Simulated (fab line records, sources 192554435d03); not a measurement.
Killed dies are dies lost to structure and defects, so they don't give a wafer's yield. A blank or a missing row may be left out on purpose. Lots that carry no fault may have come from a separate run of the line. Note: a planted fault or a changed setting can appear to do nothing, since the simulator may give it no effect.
The tool behind it: which one? | flow n5_finfet | Sampling: 11 lots, 33 wafers, 6 of 1938 route steps

== WHAT THE GAUGES READ, wafer by wafer ==
N5_BEOL_M11_CD_MEAS_35: target cd 70 nm.
lot  | measured     | on        | cd_nm (nm)
L508 | day 11 05:05 | cd_sem-01 | 69.8 69.8 69.5
L505 | day 11 09:29 | cd_sem-02 | 69.5 69.6 69.4
L507 | day 11 09:57 | cd_sem-01 | 70.5 70.7 70.8
L509 | day 12 03:46 | cd_sem-03 | 70.3 70.2 69.9
L511 | day 12 09:59 | cd_sem-03 | 70.4 71.2 70.5
L514 | day 13 07:11 | cd_sem-03 | 70.2 70.6 69.3
L515 | day 13 14:54 | cd_sem-01 | 69.7 69.0 69.8
L521 | day 15 10:53 | cd_sem-01 | 70.6 70.1 70.7
L524 | day 16 00:09 | cd_sem-03 | 70.8 70.1 69.6
L525 | day 16 06:05 | cd_sem-03 | 70.8 70.5 70.8
L526 | day 16 12:10 | cd_sem-03 | 69.6 70.8 70.1

N5_BEOL_M11_INSPECT_58: inspects for defects (darkfield).
lot  | measured     | on                | raw_defect_count
L508 | day 11 07:24 | defect_inspect-01 | 65 67 63
L505 | day 11 12:12 | defect_inspect-01 | 66 41 28
L507 | day 11 13:34 | defect_inspect-01 | 80 115 70
L509 | day 12 07:35 | defect_inspect-01 | 73 70 67
L511 | day 12 13:40 | defect_inspect-01 | 118 55 79
L514 | day 13 09:52 | defect_inspect-01 | 56 636 101
L515 | day 13 17:34 | defect_inspect-01 | 680 81 80
L521 | day 15 13:39 | defect_inspect-02 | 80 44 42
L524 | day 16 03:10 | defect_inspect-02 | 57 59 53
L525 | day 16 10:41 | defect_inspect-01 | 75 72 102
L526 | day 16 15:26 | defect_inspect-02 | 139 112 118

N5_BEOL_M12_CD_MEAS_10: target cd 140 nm.
lot  | measured     | on        | cd_nm (nm)
L508 | day 11 08:04 | cd_sem-02 | 138.4 140.0 140.7
L505 | day 11 12:48 | cd_sem-03 | 140.5 140.8 140.6
L507 | day 11 14:02 | cd_sem-01 | 139.0 138.1 137.3
L509 | day 12 08:11 | cd_sem-01 | 140.9 140.4 141.9
L511 | day 12 14:16 | cd_sem-02 | 140.7 142.1 142.6
L514 | day 13 10:20 | cd_sem-03 | 137.8 137.0 137.5
L515 | day 13 18:02 | cd_sem-02 | 140.0 139.8 141.6
L521 | day 15 14:18 | cd_sem-03 | 140.1 137.8 139.3
L524 | day 16 03:46 | cd_sem-03 | 140.5 143.5 143.0
L525 | day 16 11:10 | cd_sem-03 | 138.2 139.6 138.9
L526 | day 16 16:02 | cd_sem-01 | 143.3 143.3 142.3

N5_BEOL_M12_INSPECT_12: inspects for defects (macro).
lot  | measured     | on                | raw_defect_count
L508 | day 11 08:07 | defect_inspect-01 | 3 2 1
L505 | day 11 12:56 | defect_inspect-01 | 2 2 1
L507 | day 11 14:05 | defect_inspect-01 | 2 1 2
L509 | day 12 08:14 | defect_inspect-01 | 3 1 2
L511 | day 12 14:19 | defect_inspect-02 | 3 1 2
L514 | day 13 10:23 | defect_inspect-01 | 1 >300 3
L515 | day 13 18:06 | defect_inspect-02 | >300 1 2
L521 | day 15 14:21 | defect_inspect-01 | 3 0 2
L524 | day 16 03:49 | defect_inspect-01 | 4 2 1
L525 | day 16 11:13 | defect_inspect-02 | 2 1 3
L526 | day 16 16:05 | defect_inspect-01 | 3 1 3

== TOOL THAT RAN EACH LOT (tool first, then ch and the chambers of the sampled wafers, then the start) ==
lot  | N5_BEOL_M11_SPUTTER_48       | N5_BEOL_M11_PRE_CLEAN_55
L508 | pvd_sputter-03, day 11 06:26 | pecvd-04 ch 0,1, day 11 07:17
L505 | pvd_sputter-02, day 11 10:59 | pecvd-01 ch 0,2, day 11 12:05
L507 | pvd_sputter-03, day 11 11:58 | pecvd-04 ch 0,1, day 11 13:27
L509 | pvd_sputter-02, day 12 06:22 | pecvd-04 ch 0,1,2, day 12 07:14
L511 | pvd_sputter-03, day 12 12:15 | pecvd-04 ch 0,1, day 12 13:33
L514 | pvd_sputter-01, day 13 08:53 | pecvd-04 ch 0,1, day 13 09:44
L515 | pvd_sputter-01, day 13 16:14 | pecvd-04 ch 0,1,2, day 13 17:28
L521 | pvd_sputter-01, day 15 12:33 | pecvd-02 ch 0,1,2, day 15 13:32
L524 | pvd_sputter-01, day 16 01:56 | pecvd-04 ch 0,1, day 16 03:03
L525 | pvd_sputter-02, day 16 09:43 | pecvd-04 ch 0,2, day 16 10:34
L526 | pvd_sputter-02, day 16 14:28 | pecvd-01 ch 0,2, day 16 15:20
- N5_BEOL_M11_SPUTTER_48: material Cu, target thk 12 nm, time 2 s.
- N5_BEOL_M11_PRE_CLEAN_55: time 15 s.

== WHAT THE TOOLS THEMSELVES READ (means of the sampled wafers that have a number; where no wafer has one, the mark that the record gives instead) ==
N5_BEOL_M11_SPUTTER_48.
lot  | tool           | chamber_pressure_pa (Pa) | throttle_valve_pct (%)
L508 | pvd_sputter-03 | 0.13007                  | 29.8
L505 | pvd_sputter-02 | 0.13025                  | 30.3
L507 | pvd_sputter-03 | 0.13022                  | 30.6
L509 | pvd_sputter-02 | 0.13005                  | 30.6
L511 | pvd_sputter-03 | 0.13017                  | 29.8
L514 | pvd_sputter-01 | 0.12982                  | 31.3
L515 | pvd_sputter-01 | 0.13002                  | 30.4
L521 | pvd_sputter-01 | 0.13001                  | 30.8
L524 | pvd_sputter-01 | 0.13001                  | 30.0
L525 | pvd_sputter-02 | 0.12949                  | 30.4
L526 | pvd_sputter-02 | 0.12986                  | 30.5

== THE ANSWER, worked out from the rows above alone ==
Rule: the lots themselves supply what counts as usual. Put in order of their means at a reading, lots are off if they are a third of the lots or fewer, leave a main group of 4 or more, and stand apart from it by a gap of 3 or more times the standard deviation of the main group's means; of several such gaps the widest counts. A main group is skipped when, at the precision printed for the reading in the tables above, its means are all equal. Also off: a lot with no number at a reading for which 4 or more lots have one. Where the step has rows for the other lots, those lots are counted as sound. After the gauges, taken in route order, come the tools' own readings; for these a lot's mean is taken, as printed above. The first step at which some lot is off is used, and at that step the reading that is off furthest; a lot without a number counts as furthest.
Off: L514, L515 (N5_BEOL_M11_INSPECT_58, raw_defect_count). Mean 74 and standard deviation 22 in the main group.
A tool fits if, at a process step before that reading, it ran every lot that is off, and no sound lot after the first of them. Gauges at N5_BEOL_M11_INSPECT_58: tried the same way as those tools. None of those tried fits.

== WHAT THE SIMULATOR PUT IN ==
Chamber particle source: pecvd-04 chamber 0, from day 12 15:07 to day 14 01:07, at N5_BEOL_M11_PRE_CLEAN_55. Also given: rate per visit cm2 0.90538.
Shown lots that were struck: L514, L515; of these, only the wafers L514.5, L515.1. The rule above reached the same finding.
